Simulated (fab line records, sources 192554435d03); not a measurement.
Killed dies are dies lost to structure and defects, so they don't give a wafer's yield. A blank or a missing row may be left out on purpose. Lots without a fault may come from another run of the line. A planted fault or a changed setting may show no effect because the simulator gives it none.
Split-lot experiment | flow n5_finfet | 7 lots, 21 wafers read, on a route of 1938 steps

THE SPLIT
At N5_BEOL_M5_PECVD_70 (deposits SiO2 from TEOS/O2, target thk 16 nm, time 18 s), the setting temp_c was moved away from the recipe's 400 C on 6 of the 21 wafers read, by -3.6% to +3.7%. The other wafers ran this setting at the recipe's value.

FROM THE SPLIT TO THE READING: what the file shows between them, 8 steps
- N5_BEOL_M5_COAT_71: time 60 s, resist thk 5 nm (also split here: spin_rpm)
- N5_BEOL_M5_COAT_05: resist thk 30 nm
- N5_BEOL_M5_EBR_07
- N5_BEOL_M5_DESCUM_16: chemistry O2, time 7 s
- N5_BEOL_M5_ETCH_72: etches underlayer in N2/H2, target depth 6.5 nm, time 5.2 s
- N5_BEOL_M5_ETCH_61: etches SiARC in CF4, target depth 15.6 nm, time 26 s
- N5_BEOL_M5_ETCH_62: etches SOC in N2/H2, target depth 75 nm, overetch 15 nm, time 112.5 s
- N5_BEOL_M5_STRIP_91: strips in N2/H2, time 10 s

THE READING
SiO2_of_BEOL_M5_PECVD_70.thk_nm (the simulator's own value, which no gauge read), in nm, at N5_BEOL_M5_HM_STRIP_39 (strips TiN in peroxide tin strip, target depth 25 nm, time 158 s). The file gives no usual value for it. The 15 wafers here that ran the recipe average 15.7 nm, standard deviation 0.31 nm.

wafer  | tool, chamber at the split | temp_c as run, C | against the recipe | SiO2_of_BEOL_M5_PECVD_70.thk_nm, nm | against lot-mates on the recipe
L080.1 | pecvd-02, 1                | 400              | recipe             | 15.4                                | -
L080.2 | pecvd-02, 0                | 414.7            | +3.7%              | 14                                  | -1.7
L080.3 | pecvd-02, 2                | 400              | recipe             | 16                                  | -
L081.2 | pecvd-02, 1                | 400              | recipe             | 15.6                                | -
L081.5 | pecvd-02, 2                | 389.7            | -2.6%              | 17.6                                | +2.0
L081.6 | pecvd-02, 0                | 389.7            | -2.6%              | 17                                  | +1.4
L083.4 | pecvd-04, 0,1              | 390.1            | -2.5%              | 16.4                                | +0.4
L083.5 | pecvd-04, 2                | 400              | recipe             | 16                                  | -
L083.6 | pecvd-04, 0,1              | 390.1            | -2.5%              | 16.6                                | +0.6
L084.1 | pecvd-02, 2                | 400              | recipe             | 15.8                                | -
L084.4 | pecvd-02, 0                | 400              | recipe             | 15.6                                | -
L084.6 | pecvd-02, 2                | 400              | recipe             | 16                                  | -
L086.1 | pecvd-02, 2                | 400              | recipe             | 15.8                                | -
L086.3 | pecvd-02, 0                | 400              | recipe             | 15.6                                | -
L086.5 | pecvd-02, 2                | 400              | recipe             | 16.4                                | -
L093.2 | pecvd-04, 0                | 400              | recipe             | 15.4                                | -
L093.3 | pecvd-04, 1                | 400              | recipe             | 15.2                                | -
L093.5 | pecvd-04, 1                | 385.5            | -3.6%              | 17                                  | +1.7
L095.3 | pecvd-04, 2                | 400              | recipe             | 15.6                                | -
L095.4 | pecvd-04, 1,0              | 400              | recipe             | 15.4                                | -
L095.6 | pecvd-04, 1,0              | 400              | recipe             | 15.4                                | -
Where a row lists several chambers, the file gives one row for several wafers and doesn't say which wafer went through which chamber.

THE FIT
A straight line over all 21 wafers: SiO2_of_BEOL_M5_PECVD_70.thk_nm changes by -0.448 nm for each +1% of temp_c; r = -0.90; the points scatter about the line by 0.35 nm.
The same after taking each lot's own level away (the mean of its wafers on the recipe; 21 wafers): -0.455 nm for each +1%; r = -0.90; scatter 0.34 nm.
On that fit, the largest move of temp_c shifts the reading by 1.7 nm.
The lots' own levels span 15.30 to 16.00 nm, that is 2.3 times the standard deviation above.
So the lot-to-lot level changes the slope little: the two slopes agree.
Check: with one of the wafers moved furthest among these (+3.7%) left out of the fit, the line predicts -1.67 nm for it against its lot-mates. It came out at -1.7 nm against them.

OTHER SPLITS ON THESE WAFERS
These wafers also went through other splits before the reading. Each is held against what the fit with the lots' levels taken away leaves over:
other split on the same wafers    | wafers away from the commonest value | r with SiO2_of_BEOL_M5_PECVD_70.thk_nm (lot level and that fit taken away)
N5_BEOL_M3_VIA_ETCH_34 time_s     | 7                                    | -0.14
N5_BEOL_M3_ETCH_41 target_depth_a | 7                                    | -0.01
N5_BEOL_M4_COAT_67 spin_rpm       | 4                                    | +0.32
N5_BEOL_M4_COAT_68 spin_rpm       | 7                                    | +0.35
N5_BEOL_M5_COAT_71 spin_rpm       | 7                                    | +0.34

THE WHOLE CHAIN: every reading that the file lists as answering this split, in the file's order
step                   | what it does                                                     | reading                                                                          | change (the file's fit)               | r (the file's)
N5_BEOL_M5_PECVD_70    | deposits SiO2 from TEOS/O2, target thk 16 nm, time 18 s          | SiO2_of_BEOL_M5_PECVD_70.thk_nm (the simulator's own value, which no gauge read) | -0.476 nm for each +1% of the setting | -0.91
N5_BEOL_M5_HM_STRIP_39 | strips TiN in peroxide tin strip, target depth 25 nm, time 158 s | SiO2_of_BEOL_M5_PECVD_70.thk_nm (the simulator's own value, which no gauge read) | -0.457 nm for each +1% of the setting | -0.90

THE FILE'S OWN FIT
SiO2_of_BEOL_M5_PECVD_70.thk_nm changes by -0.457 nm for each +1% of temp_c, r = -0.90.
